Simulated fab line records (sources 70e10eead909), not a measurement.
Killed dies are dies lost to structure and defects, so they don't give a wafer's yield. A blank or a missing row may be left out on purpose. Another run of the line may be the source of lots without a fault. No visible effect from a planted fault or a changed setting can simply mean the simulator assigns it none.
Which tool was responsible? || flow nand_harc || 72 wafers from 24 lots sampled at 4 of the route's 1159 steps

WHAT THE GAUGES SHOWED, per wafer
NHARC_P_STI_CD_MEAS_09 targets a cd of 200 nm. Usual: cd_nm at 201.5 nm, with a standard deviation of 2.
{"lot": "L074", "measured": "day 2 12:47", "on": "cd_sem-01", "cd_nm (nm)": "200.6 203.3 201.0", "flag": ""}
{"lot": "L076", "measured": "day 2 20:55", "on": "cd_sem-01", "cd_nm (nm)": "199.6 201.6 203.3", "flag": ""}
{"lot": "L075", "measured": "day 2 21:04", "on": "cd_sem-03", "cd_nm (nm)": "198.5 198.1 201.1", "flag": ""}
{"lot": "L077", "measured": "day 3 10:59", "on": "cd_sem-01", "cd_nm (nm)": "196.2 202.6 200.0", "flag": ""}
{"lot": "L078", "measured": "day 3 11:08", "on": "cd_sem-01", "cd_nm (nm)": "204.2 202.5 202.6", "flag": ""}
{"lot": "L080", "measured": "day 3 19:37", "on": "cd_sem-02", "cd_nm (nm)": "205.9 201.7 202.7", "flag": ""}
{"lot": "L079", "measured": "day 3 19:38", "on": "cd_sem-01", "cd_nm (nm)": "201.4 200.7 200.5", "flag": ""}
{"lot": "L081", "measured": "day 4 06:34", "on": "cd_sem-03", "cd_nm (nm)": "203.2 202.7 201.9", "flag": ""}
{"lot": "L082", "measured": "day 4 11:05", "on": "cd_sem-03", "cd_nm (nm)": "202.7 201.4 203.7", "flag": ""}
{"lot": "L083", "measured": "day 4 17:30", "on": "cd_sem-01", "cd_nm (nm)": "203.1 200.6 198.6", "flag": ""}
{"lot": "L084", "measured": "day 5 00:45", "on": "cd_sem-01", "cd_nm (nm)": "202.4 206.1 201.8", "flag": ""}
{"lot": "L085", "measured": "day 5 06:13", "on": "cd_sem-01", "cd_nm (nm)": "201.5 203.8 203.0", "flag": ""}
{"lot": "L086", "measured": "day 5 11:55", "on": "cd_sem-02", "cd_nm (nm)": "201.7 204.3 201.8", "flag": ""}
{"lot": "L087", "measured": "day 5 18:41", "on": "cd_sem-01", "cd_nm (nm)": "199.9 203.5 201.2", "flag": ""}
{"lot": "L088", "measured": "day 6 02:18", "on": "cd_sem-01", "cd_nm (nm)": "200.4 202.7 203.0", "flag": ""}
{"lot": "L089", "measured": "day 6 02:28", "on": "cd_sem-01", "cd_nm (nm)": "201.3 198.9 199.9", "flag": ""}
{"lot": "L090", "measured": "day 6 10:43", "on": "cd_sem-01", "cd_nm (nm)": "203.0 205.2 204.6", "flag": ""}
{"lot": "L091", "measured": "day 6 18:37", "on": "cd_sem-01", "cd_nm (nm)": "203.5 200.9 202.0", "flag": ""}
{"lot": "L092", "measured": "day 7 02:53", "on": "cd_sem-02", "cd_nm (nm)": "201.6 199.6 195.5", "flag": ""}
{"lot": "L093", "measured": "day 7 11:22", "on": "cd_sem-03", "cd_nm (nm)": "200.9 199.7 202.8", "flag": ""}
{"lot": "L094", "measured": "day 7 11:32", "on": "cd_sem-01", "cd_nm (nm)": "198.5 200.6 200.5", "flag": ""}
{"lot": "L095", "measured": "day 7 17:44", "on": "cd_sem-01", "cd_nm (nm)": "201.4 204.4 200.7", "flag": ""}
{"lot": "L097", "measured": "day 8 01:29", "on": "cd_sem-02", "cd_nm (nm)": "202.5 205.3 201.5", "flag": ""}
{"lot": "L096", "measured": "day 8 01:38", "on": "cd_sem-01", "cd_nm (nm)": "200.4 202.2 200.9", "flag": ""}

NHARC_P_GATE_CD_MEAS_59 targets a cd of 720 nm. Usual: cd_nm at 721.2 nm, with a standard deviation of 1.7.
{"lot": "L074", "measured": "day 5 10:46", "on": "cd_sem-03", "cd_nm (nm)": "719.8 719.1 721.1", "flag": ""}
{"lot": "L076", "measured": "day 5 14:35", "on": "cd_sem-02", "cd_nm (nm)": "723.0 722.5 722.6", "flag": ""}
{"lot": "L075", "measured": "day 5 15:58", "on": "cd_sem-03", "cd_nm (nm)": "720.6 721.2 721.5", "flag": ""}
{"lot": "L077", "measured": "day 6 11:18", "on": "cd_sem-01", "cd_nm (nm)": "720.7 720.6 722.5", "flag": ""}
{"lot": "L078", "measured": "day 6 08:41", "on": "cd_sem-02", "cd_nm (nm)": "721.8 718.1 718.9", "flag": ""}
{"lot": "L080", "measured": "day 6 15:22", "on": "cd_sem-03", "cd_nm (nm)": "719.3 718.5 720.0", "flag": ""}
{"lot": "L079", "measured": "day 6 14:36", "on": "cd_sem-02", "cd_nm (nm)": "723.7 721.9 719.6", "flag": ""}
{"lot": "L081", "measured": "day 7 02:42", "on": "cd_sem-03", "cd_nm (nm)": "720.9 721.0 720.3", "flag": ""}
{"lot": "L082", "measured": "day 7 03:19", "on": "cd_sem-02", "cd_nm (nm)": "721.2 720.2 719.6", "flag": ""}
{"lot": "L083", "measured": "day 7 19:47", "on": "cd_sem-01", "cd_nm (nm)": "722.0 720.8 721.1", "flag": ""}
{"lot": "L084", "measured": "day 7 19:24", "on": "cd_sem-02", "cd_nm (nm)": "719.9 719.8 721.2", "flag": ""}
{"lot": "L085", "measured": "day 8 02:23", "on": "cd_sem-02", "cd_nm (nm)": "721.8 719.5 718.9", "flag": ""}
{"lot": "L086", "measured": "day 8 12:39", "on": "cd_sem-02", "cd_nm (nm)": "723.0 719.8 722.0", "flag": ""}
{"lot": "L087", "measured": "day 8 12:56", "on": "cd_sem-02", "cd_nm (nm)": "723.0 724.6 720.9", "flag": ""}
{"lot": "L088", "measured": "day 9 03:01", "on": "cd_sem-02", "cd_nm (nm)": "723.6 722.0 723.1", "flag": ""}
{"lot": "L089", "measured": "day 9 03:18", "on": "cd_sem-01", "cd_nm (nm)": "721.8 720.5 724.9", "flag": ""}
{"lot": "L090", "measured": "day 9 09:28", "on": "cd_sem-03", "cd_nm (nm)": "718.5 722.6 718.9", "flag": ""}
{"lot": "L091", "measured": "day 9 15:17", "on": "cd_sem-02", "cd_nm (nm)": "722.2 722.0 722.0", "flag": ""}
{"lot": "L092", "measured": "day 9 23:59", "on": "cd_sem-02", "cd_nm (nm)": "722.2 719.5 719.7", "flag": ""}
{"lot": "L093", "measured": "day 10 03:47", "on": "cd_sem-03", "cd_nm (nm)": "721.0 719.1 718.0", "flag": ""}
{"lot": "L094", "measured": "day 10 04:20", "on": "cd_sem-03", "cd_nm (nm)": "719.6 717.3 719.8", "flag": ""}
{"lot": "L095", "measured": "day 10 15:03", "on": "cd_sem-02", "cd_nm (nm)": "720.5 722.0 721.5", "flag": ""}
{"lot": "L097", "measured": "day 10 19:05", "on": "cd_sem-03", "cd_nm (nm)": "721.4 721.5 721.3", "flag": ""}
{"lot": "L096", "measured": "day 10 18:27", "on": "cd_sem-03", "cd_nm (nm)": "721.6 721.7 723.4", "flag": ""}

WHAT TOOL EACH LOT RAN ON (gives the tool, then ch and the chambers of the sampled wafers, and finally the start)
{"lot": "L074", "NHARC_P_GATE_DESCUM_31": "rie_diel-13 ch 0,1,2, day 4 20:43", "NHARC_P_GATE_STRIP_101": "rie_diel-11 ch 0,1,3, day 5 07:43"}
{"lot": "L076", "NHARC_P_GATE_DESCUM_31": "rie_diel-13 ch 0,2,3, day 5 00:32", "NHARC_P_GATE_STRIP_101": "rie_diel-11 ch 0,1, day 5 12:02"}
{"lot": "L075", "NHARC_P_GATE_DESCUM_31": "rie_diel-13 ch 0,1,2, day 5 00:17", "NHARC_P_GATE_STRIP_101": "rie_diel-13 ch 0,1,3, day 5 13:18"}
{"lot": "L077", "NHARC_P_GATE_DESCUM_31": "rie_diel-13 ch 0,1, day 5 19:27", "NHARC_P_GATE_STRIP_101": "rie_diel-09 ch 0,1,3, day 6 08:43"}
{"lot": "L078", "NHARC_P_GATE_DESCUM_31": "rie_diel-13 ch 0,2,3, day 5 19:13", "NHARC_P_GATE_STRIP_101": "rie_diel-09 ch 1,3, day 6 06:08"}
{"lot": "L080", "NHARC_P_GATE_DESCUM_31": "rie_diel-09 ch 2,3, day 6 01:38", "NHARC_P_GATE_STRIP_101": "rie_diel-11 ch 2,3, day 6 12:32"}
{"lot": "L079", "NHARC_P_GATE_DESCUM_31": "rie_diel-13 ch 1,2, day 6 01:09", "NHARC_P_GATE_STRIP_101": "rie_diel-11 ch 1,2, day 6 11:58"}
{"lot": "L081", "NHARC_P_GATE_DESCUM_31": "rie_diel-13 ch 0,2,3, day 6 13:04", "NHARC_P_GATE_STRIP_101": "rie_diel-13 ch 1,2, day 7 00:08"}
{"lot": "L082", "NHARC_P_GATE_DESCUM_31": "rie_diel-13 ch 0,1,3, day 6 13:15", "NHARC_P_GATE_STRIP_101": "rie_diel-11 ch 0,1,2, day 7 00:15"}
{"lot": "L083", "NHARC_P_GATE_DESCUM_31": "rie_diel-13 ch 0,1,3, day 7 06:21", "NHARC_P_GATE_STRIP_101": "rie_diel-11 ch 0,1,3, day 7 17:19"}
{"lot": "L084", "NHARC_P_GATE_DESCUM_31": "rie_diel-13 ch 0,1,2, day 7 05:58", "NHARC_P_GATE_STRIP_101": "rie_diel-13 ch 0,1,3, day 7 16:50"}
{"lot": "L085", "NHARC_P_GATE_DESCUM_31": "rie_diel-11 ch 1,2, day 7 06:42", "NHARC_P_GATE_STRIP_101": "rie_diel-13 ch 1,2,3, day 7 23:47"}
{"lot": "L086", "NHARC_P_GATE_DESCUM_31": "rie_diel-13 ch 0,1, day 7 23:13", "NHARC_P_GATE_STRIP_101": "rie_diel-13 ch 0,1,3, day 8 10:06"}
{"lot": "L087", "NHARC_P_GATE_DESCUM_31": "rie_diel-11 ch 1,2,3, day 7 23:23", "NHARC_P_GATE_STRIP_101": "rie_diel-13 ch 1,2,3, day 8 10:14"}
{"lot": "L088", "NHARC_P_GATE_DESCUM_31": "rie_diel-11 ch 0,3, day 8 13:19", "NHARC_P_GATE_STRIP_101": "rie_diel-13 ch 0,1,3, day 9 00:21"}
{"lot": "L089", "NHARC_P_GATE_DESCUM_31": "rie_diel-11 ch 0,2,3, day 8 13:55", "NHARC_P_GATE_STRIP_101": "rie_diel-09 ch 0,2,3, day 9 00:45"}
{"lot": "L090", "NHARC_P_GATE_DESCUM_31": "rie_diel-11 ch 0,1,2, day 8 19:37", "NHARC_P_GATE_STRIP_101": "rie_diel-13 ch 1,2,3, day 9 06:47"}
{"lot": "L091", "NHARC_P_GATE_DESCUM_31": "rie_diel-09 ch 1,2, day 9 01:30", "NHARC_P_GATE_STRIP_101": "rie_diel-13 ch 1,2,3, day 9 12:37"}
{"lot": "L092", "NHARC_P_GATE_DESCUM_31": "rie_diel-13 ch 0,1,3, day 9 07:48", "NHARC_P_GATE_STRIP_101": "rie_diel-13 ch 0,1, day 9 21:26"}
{"lot": "L093", "NHARC_P_GATE_DESCUM_31": "rie_diel-13 ch 1,3, day 9 14:20", "NHARC_P_GATE_STRIP_101": "rie_diel-13 ch 0,1,3, day 10 01:20"}
{"lot": "L094", "NHARC_P_GATE_DESCUM_31": "rie_diel-13 ch 1,2, day 9 14:58", "NHARC_P_GATE_STRIP_101": "rie_diel-09 ch 2,3, day 10 01:54"}
{"lot": "L095", "NHARC_P_GATE_DESCUM_31": "rie_diel-13 ch 0,1,2, day 10 01:34", "NHARC_P_GATE_STRIP_101": "rie_diel-09 ch 0,1,3, day 10 12:29"}
{"lot": "L097", "NHARC_P_GATE_DESCUM_31": "rie_diel-11 ch 0,2,3, day 10 05:04", "NHARC_P_GATE_STRIP_101": "rie_diel-09 ch 0,1,2, day 10 16:25"}
{"lot": "L096", "NHARC_P_GATE_DESCUM_31": "rie_diel-13 ch 0,1, day 10 04:55", "NHARC_P_GATE_STRIP_101": "rie_diel-11 ch 1,3, day 10 15:47"}
- NHARC_P_GATE_DESCUM_31: chemistry O2, time 3 s.
- NHARC_P_GATE_STRIP_101: strips in O2, time 20 s.

AS READ BY THE TOOLS THEMSELVES (means over the sampled wafers that have a number; for cases with no such wafer, the mark the record gives instead)
NHARC_P_GATE_DESCUM_31. Usual: drypump_motor_current_A 5.7 A, standard deviation 0.45; oes_product_au 1.003 a.u., standard deviation 0.013; rf_vpp_V 57.8 V, standard deviation 0.76; showerhead_plenum_p_Torr 1.92 Torr, standard deviation 0.047; throttle_valve_pct 11.311 %, standard deviation 0.0088.
{"lot": "L074", "tool": "rie_diel-13", "drypump_motor_current_A (A)": 5.9, "oes_product_au (a.u.)": 1.011, "rf_vpp_V (V)": 57.6, "showerhead_plenum_p_Torr (Torr)": 1.94, "throttle_valve_pct (%)": 11.308, "flag": ""}
{"lot": "L076", "tool": "rie_diel-13", "drypump_motor_current_A (A)": 5.6, "oes_product_au (a.u.)": 1.005, "rf_vpp_V (V)": 57.4, "showerhead_plenum_p_Torr (Torr)": 1.93, "throttle_valve_pct (%)": 11.311, "flag": ""}
{"lot": "L075", "tool": "rie_diel-13", "drypump_motor_current_A (A)": 5.9, "oes_product_au (a.u.)": 1.012, "rf_vpp_V (V)": 57.8, "showerhead_plenum_p_Torr (Torr)": 1.94, "throttle_valve_pct (%)": 11.312, "flag": ""}
{"lot": "L077", "tool": "rie_diel-13", "drypump_motor_current_A (A)": 5.9, "oes_product_au (a.u.)": 0.993, "rf_vpp_V (V)": 58.1, "showerhead_plenum_p_Torr (Torr)": 1.92, "throttle_valve_pct (%)": 11.315, "flag": ""}
{"lot": "L078", "tool": "rie_diel-13", "drypump_motor_current_A (A)": 5.6, "oes_product_au (a.u.)": 1.017, "rf_vpp_V (V)": 57.9, "showerhead_plenum_p_Torr (Torr)": 1.93, "throttle_valve_pct (%)": 11.316, "flag": ""}
{"lot": "L080", "tool": "rie_diel-09", "drypump_motor_current_A (A)": 5.5, "oes_product_au (a.u.)": 0.992, "rf_vpp_V (V)": 57.7, "showerhead_plenum_p_Torr (Torr)": 1.92, "throttle_valve_pct (%)": 11.306, "flag": ""}
{"lot": "L079", "tool": "rie_diel-13", "drypump_motor_current_A (A)": 6.2, "oes_product_au (a.u.)": 1.005, "rf_vpp_V (V)": 58.6, "showerhead_plenum_p_Torr (Torr)": 1.96, "throttle_valve_pct (%)": 11.318, "flag": ""}
{"lot": "L081", "tool": "rie_diel-13", "drypump_motor_current_A (A)": 5.6, "oes_product_au (a.u.)": 1.014, "rf_vpp_V (V)": 57.9, "showerhead_plenum_p_Torr (Torr)": 1.93, "throttle_valve_pct (%)": 11.303, "flag": ""}
{"lot": "L082", "tool": "rie_diel-13", "drypump_motor_current_A (A)": 5.6, "oes_product_au (a.u.)": 1.002, "rf_vpp_V (V)": 58.0, "showerhead_plenum_p_Torr (Torr)": 1.91, "throttle_valve_pct (%)": 11.307, "flag": ""}
{"lot": "L083", "tool": "rie_diel-13", "drypump_motor_current_A (A)": 5.6, "oes_product_au (a.u.)": 0.998, "rf_vpp_V (V)": 57.4, "showerhead_plenum_p_Torr (Torr)": 1.91, "throttle_valve_pct (%)": 11.314, "flag": ""}
{"lot": "L084", "tool": "rie_diel-13", "drypump_motor_current_A (A)": 5.9, "oes_product_au (a.u.)": 1.002, "rf_vpp_V (V)": 58.1, "showerhead_plenum_p_Torr (Torr)": 1.94, "throttle_valve_pct (%)": 11.300, "flag": ""}
{"lot": "L085", "tool": "rie_diel-11", "drypump_motor_current_A (A)": 5.6, "oes_product_au (a.u.)": 0.997, "rf_vpp_V (V)": 57.3, "showerhead_plenum_p_Torr (Torr)": 1.88, "throttle_valve_pct (%)": 11.312, "flag": ""}
{"lot": "L086", "tool": "rie_diel-13", "drypump_motor_current_A (A)": 5.8, "oes_product_au (a.u.)": 1.006, "rf_vpp_V (V)": 58.1, "showerhead_plenum_p_Torr (Torr)": 1.92, "throttle_valve_pct (%)": 11.315, "flag": ""}
{"lot": "L087", "tool": "rie_diel-11", "drypump_motor_current_A (A)": 5.4, "oes_product_au (a.u.)": 0.994, "rf_vpp_V (V)": 57.0, "showerhead_plenum_p_Torr (Torr)": 1.90, "throttle_valve_pct (%)": 11.311, "flag": ""}
{"lot": "L088", "tool": "rie_diel-11", "drypump_motor_current_A (A)": 5.7, "oes_product_au (a.u.)": 1.009, "rf_vpp_V (V)": 57.4, "showerhead_plenum_p_Torr (Torr)": 1.91, "throttle_valve_pct (%)": 11.306, "flag": ""}
{"lot": "L089", "tool": "rie_diel-11", "drypump_motor_current_A (A)": 5.7, "oes_product_au (a.u.)": 1.002, "rf_vpp_V (V)": 56.9, "showerhead_plenum_p_Torr (Torr)": 1.93, "throttle_valve_pct (%)": 11.315, "flag": ""}
{"lot": "L090", "tool": "rie_diel-11", "drypump_motor_current_A (A)": 5.8, "oes_product_au (a.u.)": 0.989, "rf_vpp_V (V)": 58.0, "showerhead_plenum_p_Torr (Torr)": 1.91, "throttle_valve_pct (%)": 11.315, "flag": ""}
{"lot": "L091", "tool": "rie_diel-09", "drypump_motor_current_A (A)": 6.3, "oes_product_au (a.u.)": 0.999, "rf_vpp_V (V)": 58.1, "showerhead_plenum_p_Torr (Torr)": 1.99, "throttle_valve_pct (%)": 11.312, "flag": ""}
{"lot": "L092", "tool": "rie_diel-13", "drypump_motor_current_A (A)": 5.6, "oes_product_au (a.u.)": 1.006, "rf_vpp_V (V)": 58.4, "showerhead_plenum_p_Torr (Torr)": 1.90, "throttle_valve_pct (%)": 11.311, "flag": ""}
{"lot": "L093", "tool": "rie_diel-13", "drypump_motor_current_A (A)": 5.7, "oes_product_au (a.u.)": 0.986, "rf_vpp_V (V)": 57.9, "showerhead_plenum_p_Torr (Torr)": 1.89, "throttle_valve_pct (%)": 11.314, "flag": ""}
{"lot": "L094", "tool": "rie_diel-13", "drypump_motor_current_A (A)": 6.1, "oes_product_au (a.u.)": 0.997, "rf_vpp_V (V)": 58.4, "showerhead_plenum_p_Torr (Torr)": 1.92, "throttle_valve_pct (%)": 11.308, "flag": ""}
{"lot": "L095", "tool": "rie_diel-13", "drypump_motor_current_A (A)": 6.0, "oes_product_au (a.u.)": 0.999, "rf_vpp_V (V)": 57.3, "showerhead_plenum_p_Torr (Torr)": 1.93, "throttle_valve_pct (%)": 11.308, "flag": ""}
{"lot": "L097", "tool": "rie_diel-11", "drypump_motor_current_A (A)": 5.7, "oes_product_au (a.u.)": 0.990, "rf_vpp_V (V)": 57.5, "showerhead_plenum_p_Torr (Torr)": 1.93, "throttle_valve_pct (%)": 11.317, "flag": ""}
{"lot": "L096", "tool": "rie_diel-13", "drypump_motor_current_A (A)": 5.9, "oes_product_au (a.u.)": 0.998, "rf_vpp_V (V)": 58.0, "showerhead_plenum_p_Torr (Torr)": 1.91, "throttle_valve_pct (%)": 11.313, "flag": ""}

NHARC_P_GATE_STRIP_101. Usual: drypump_motor_current_A 5.7 A, standard deviation 0.46; oes_product_au 1.002 a.u., standard deviation 0.011; rf_vpp_V 57.8 V, standard deviation 0.9; showerhead_plenum_p_Torr 3.55 Torr, standard deviation 0.096; throttle_valve_pct 17.036 %, standard deviation 0.009.
{"lot": "L074", "tool": "rie_diel-11", "drypump_motor_current_A (A)": 5.4, "oes_product_au (a.u.)": 0.997, "rf_vpp_V (V)": 57.8, "showerhead_plenum_p_Torr (Torr)": 3.49, "throttle_valve_pct (%)": 17.041, "flag": ""}
{"lot": "L076", "tool": "rie_diel-11", "drypump_motor_current_A (A)": 5.8, "oes_product_au (a.u.)": 1.001, "rf_vpp_V (V)": 57.0, "showerhead_plenum_p_Torr (Torr)": 3.50, "throttle_valve_pct (%)": 17.040, "flag": ""}
{"lot": "L075", "tool": "rie_diel-13", "drypump_motor_current_A (A)": 5.6, "oes_product_au (a.u.)": 1.002, "rf_vpp_V (V)": 57.4, "showerhead_plenum_p_Torr (Torr)": 3.52, "throttle_valve_pct (%)": 17.036, "flag": ""}
{"lot": "L077", "tool": "rie_diel-09", "drypump_motor_current_A (A)": 6.0, "oes_product_au (a.u.)": 0.991, "rf_vpp_V (V)": 58.4, "showerhead_plenum_p_Torr (Torr)": 3.63, "throttle_valve_pct (%)": 17.042, "flag": ""}
{"lot": "L078", "tool": "rie_diel-09", "drypump_motor_current_A (A)": 6.4, "oes_product_au (a.u.)": 0.998, "rf_vpp_V (V)": 58.4, "showerhead_plenum_p_Torr (Torr)": 3.63, "throttle_valve_pct (%)": 17.040, "flag": ""}
{"lot": "L080", "tool": "rie_diel-11", "drypump_motor_current_A (A)": 5.7, "oes_product_au (a.u.)": 0.995, "rf_vpp_V (V)": 57.2, "showerhead_plenum_p_Torr (Torr)": 3.61, "throttle_valve_pct (%)": 17.040, "flag": ""}
{"lot": "L079", "tool": "rie_diel-11", "drypump_motor_current_A (A)": 5.8, "oes_product_au (a.u.)": 0.993, "rf_vpp_V (V)": 57.2, "showerhead_plenum_p_Torr (Torr)": 3.57, "throttle_valve_pct (%)": 17.036, "flag": ""}
{"lot": "L081", "tool": "rie_diel-13", "drypump_motor_current_A (A)": 6.2, "oes_product_au (a.u.)": 1.011, "rf_vpp_V (V)": 57.6, "showerhead_plenum_p_Torr (Torr)": 3.60, "throttle_valve_pct (%)": 17.025, "flag": ""}
{"lot": "L082", "tool": "rie_diel-11", "drypump_motor_current_A (A)": 5.8, "oes_product_au (a.u.)": 0.989, "rf_vpp_V (V)": 57.3, "showerhead_plenum_p_Torr (Torr)": 3.53, "throttle_valve_pct (%)": 17.038, "flag": ""}
{"lot": "L083", "tool": "rie_diel-11", "drypump_motor_current_A (A)": 5.5, "oes_product_au (a.u.)": 1.006, "rf_vpp_V (V)": 57.5, "showerhead_plenum_p_Torr (Torr)": 3.48, "throttle_valve_pct (%)": 17.036, "flag": ""}
{"lot": "L084", "tool": "rie_diel-13", "drypump_motor_current_A (A)": 5.6, "oes_product_au (a.u.)": 1.000, "rf_vpp_V (V)": 58.4, "showerhead_plenum_p_Torr (Torr)": 3.52, "throttle_valve_pct (%)": 17.032, "flag": ""}
{"lot": "L085", "tool": "rie_diel-13", "drypump_motor_current_A (A)": 5.8, "oes_product_au (a.u.)": 1.002, "rf_vpp_V (V)": 57.4, "showerhead_plenum_p_Torr (Torr)": 3.54, "throttle_valve_pct (%)": 17.040, "flag": ""}
{"lot": "L086", "tool": "rie_diel-13", "drypump_motor_current_A (A)": 5.6, "oes_product_au (a.u.)": 1.003, "rf_vpp_V (V)": 58.1, "showerhead_plenum_p_Torr (Torr)": 3.52, "throttle_valve_pct (%)": 17.030, "flag": ""}
{"lot": "L087", "tool": "rie_diel-13", "drypump_motor_current_A (A)": 5.8, "oes_product_au (a.u.)": 1.001, "rf_vpp_V (V)": 56.7, "showerhead_plenum_p_Torr (Torr)": 3.54, "throttle_valve_pct (%)": 17.030, "flag": ""}
{"lot": "L088", "tool": "rie_diel-13", "drypump_motor_current_A (A)": 5.6, "oes_product_au (a.u.)": 1.002, "rf_vpp_V (V)": 58.4, "showerhead_plenum_p_Torr (Torr)": 3.51, "throttle_valve_pct (%)": 17.030, "flag": ""}
{"lot": "L089", "tool": "rie_diel-09", "drypump_motor_current_A (A)": 5.5, "oes_product_au (a.u.)": 1.001, "rf_vpp_V (V)": 58.1, "showerhead_plenum_p_Torr (Torr)": 3.57, "throttle_valve_pct (%)": 17.034, "flag": ""}
{"lot": "L090", "tool": "rie_diel-13", "drypump_motor_current_A (A)": 5.8, "oes_product_au (a.u.)": 1.002, "rf_vpp_V (V)": 57.4, "showerhead_plenum_p_Torr (Torr)": 3.54, "throttle_valve_pct (%)": 17.032, "flag": ""}
{"lot": "L091", "tool": "rie_diel-13", "drypump_motor_current_A (A)": 5.8, "oes_product_au (a.u.)": 1.004, "rf_vpp_V (V)": 56.9, "showerhead_plenum_p_Torr (Torr)": 3.54, "throttle_valve_pct (%)": 17.036, "flag": ""}
{"lot": "L092", "tool": "rie_diel-13", "drypump_motor_current_A (A)": 5.7, "oes_product_au (a.u.)": 1.000, "rf_vpp_V (V)": 58.9, "showerhead_plenum_p_Torr (Torr)": 3.54, "throttle_valve_pct (%)": 17.032, "flag": ""}
{"lot": "L093", "tool": "rie_diel-13", "drypump_motor_current_A (A)": 5.6, "oes_product_au (a.u.)": 1.003, "rf_vpp_V (V)": 58.0, "showerhead_plenum_p_Torr (Torr)": 3.51, "throttle_valve_pct (%)": 17.026, "flag": ""}
{"lot": "L094", "tool": "rie_diel-09", "drypump_motor_current_A (A)": 5.6, "oes_product_au (a.u.)": 0.997, "rf_vpp_V (V)": 57.5, "showerhead_plenum_p_Torr (Torr)": 3.48, "throttle_valve_pct (%)": 17.038, "flag": ""}
{"lot": "L095", "tool": "rie_diel-09", "drypump_motor_current_A (A)": 6.0, "oes_product_au (a.u.)": 1.008, "rf_vpp_V (V)": 58.2, "showerhead_plenum_p_Torr (Torr)": 3.61, "throttle_valve_pct (%)": 17.035, "flag": ""}
{"lot": "L097", "tool": "rie_diel-09", "drypump_motor_current_A (A)": 5.9, "oes_product_au (a.u.)": 1.001, "rf_vpp_V (V)": 59.0, "showerhead_plenum_p_Torr (Torr)": 3.66, "throttle_valve_pct (%)": 17.044, "flag": ""}
{"lot": "L096", "tool": "rie_diel-11", "drypump_motor_current_A (A)": 5.2, "oes_product_au (a.u.)": 0.998, "rf_vpp_V (V)": 58.1, "showerhead_plenum_p_Torr (Torr)": 3.41, "throttle_valve_pct (%)": 17.037, "flag": ""}

THE ANSWER, worked out from the rows above alone
Rule: a lot is off if the mean of its wafers that have a number lies more than 3 standard deviations from the usual mean. Also off: a lot with no number at a reading for which 4 or more lots have one. The other lots that the step has rows for count as sound. Order of review: gauges by route order, followed by the tools' own readings, for which a lot's mean as printed above is used. The first step at which some lot is off is used, and at that step the reading that is off furthest; a lot without a number counts as furthest.
No lot is off at any reading shown: from this, nothing can be told.

WHAT THE SIMULATOR PUT IN
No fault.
